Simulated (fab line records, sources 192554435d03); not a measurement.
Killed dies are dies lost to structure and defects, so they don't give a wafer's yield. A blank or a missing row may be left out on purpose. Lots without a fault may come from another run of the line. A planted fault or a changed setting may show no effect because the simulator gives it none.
Chamber matching | flow n5_finfet | N5_BEOL_M3_PECVD_72 on pecvd-01: 3 sister chambers
The step deposits SiO2 from TEOS/O2, target thk 16 nm, time 18 s. 3 wafers are shown with their chamber, then 12 later ones without.

WAFERS WITH THEIR CHAMBER
wafer  | chamber | throttle_valve_pct (%)
L088.6 | 2       | 21.2
L087.1 | 1       | 22.7
L087.4 | 0       | 23.5

WAFERS WITHOUT THEIR CHAMBER
wafer  | throttle_valve_pct (%)
L089.1 | 22.7
L089.2 | 23.6
L089.6 | 23.5
L091.1 | 23.4
L091.4 | 23.5
L091.5 | 22.4
L093.3 | 21.6
L093.4 | 22.6
L093.6 | 23.6
L096.2 | 23.4
L096.3 | 22.9
L096.4 | 22.8

WHICH CHAMBER EACH WENT THROUGH
wafer  | from the rows above | in truth
L089.1 | 1                   | 1
L089.2 | 0                   | 0
L089.6 | 0                   | 0
L091.1 | 0                   | 0
L091.4 | 0                   | 0
L091.5 | 1                   | 1
L093.3 | 2                   | 2
L093.4 | 1                   | 1
L093.6 | 0                   | 0
L096.2 | 0                   | 0
L096.3 | 1                   | 1
L096.4 | 1                   | 1
Placed correctly: 12 of 12. Can't be placed from these rows: 0. Placed wrongly: 0.
How it was worked out, from the rows above alone: a wafer's distance from a chamber is the root of the sum, over the readings, of the square of ((its reading less the chamber's mean) divided by the reading's scatter). The wafer belongs to the nearest chamber; if the next one is less than 2 further off, it can't be placed. A chamber's mean is the mean of its shown wafers. The scatter: with one shown wafer a chamber, the root of the mean of the squares of how far each hidden wafer lies from its nearest shown one.
